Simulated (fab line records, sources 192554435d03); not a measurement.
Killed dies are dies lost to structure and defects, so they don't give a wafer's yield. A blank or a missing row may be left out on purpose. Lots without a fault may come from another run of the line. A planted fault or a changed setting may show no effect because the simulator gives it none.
Chamber matching | flow n5_finfet | N5_BEOL_M10_CURE_71 on uv_cure-03: 3 sister chambers
The step cures SiCOH lowk, time 240 s. 18 wafers are shown with their chamber, then 9 later ones without.

WAFERS WITH THEIR CHAMBER
wafer  | chamber | wafer_temp_C_max | lamp_power_pct (%)
L074.2 | 0       | 387.4            | 52.32
L074.3 | 0       | 386.9            | 52.36
L074.5 | 0       | 387.2            | 52.32
L078.1 | 2       | 386.5            | 52.30
L078.2 | 2       | 386.4            | 52.32
L078.4 | 2       | 385.9            | 52.34
L082.1 | 1       | 385.8            | 52.36
L082.3 | 1       | 385.6            | 52.35
L082.6 | 1       | 386.4            | 52.30
L088.1 | 1       | 386.3            | 52.40
L088.2 | 1       | 386.4            | 52.30
L088.4 | 1       | 386.2            | 52.38
L091.3 | 1       | 386.3            | 52.23
L091.4 | 1       | 386.3            | 52.41
L091.6 | 1       | 386.7            | 52.40
L089.1 | 2       | 386.5            | 52.24
L089.4 | 2       | 386.4            | 52.34
L089.6 | 2       | 386.1            | 52.32

SIGNATURES (means of the wafers above)
reading          | chamber 0 | chamber 1 | chamber 2 | scatter within a chamber
wafer_temp_C_max | 387.167   | 386.222   | 386.300   | 0.295
lamp_power_pct   | 52.3333   | 52.3478   | 52.3100   | 0.0497
Rule: a wafer's distance from a chamber is the root of the sum, over the readings, of the square of ((its reading less the chamber's mean) divided by the reading's scatter). The wafer belongs to the nearest chamber; if the next one is less than 2 further off, it can't be placed. The scatter: the root of (the sum of the squares of (reading less its chamber's mean) over the shown wafers, divided by (wafers less chambers)).

WAFERS WITHOUT THEIR CHAMBER
wafer  | wafer_temp_C_max | lamp_power_pct (%)
L089.2 | 386.0            | 52.35
L089.3 | 386.4            | 52.38
L089.5 | 386.1            | 52.28
L094.2 | 385.8            | 52.43
L094.3 | 386.0            | 52.29
L094.4 | 386.4            | 52.32
L096.1 | 386.0            | 52.18
L096.2 | 386.4            | 52.34
L096.6 | 386.0            | 52.34

WHICH CHAMBER EACH WENT THROUGH
wafer  | from the rows above          | in truth
L089.2 | can't be placed: 1 or 2      | 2
L089.3 | can't be placed: 1 or 2 or 0 | 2
L089.5 | can't be placed: 2 or 1      | 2
L094.2 | can't be placed: 1 or 2      | 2
L094.3 | can't be placed: 2 or 1      | 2
L094.4 | can't be placed: 2 or 1      | 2
L096.1 | can't be placed: 2 or 1      | 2
L096.2 | can't be placed: 1 or 2 or 0 | 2
L096.6 | can't be placed: 1 or 2      | 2
Placed correctly: 0 of 9. Can't be placed from these rows: 9 (the true chamber is among the candidates in 9). Placed wrongly: 0.
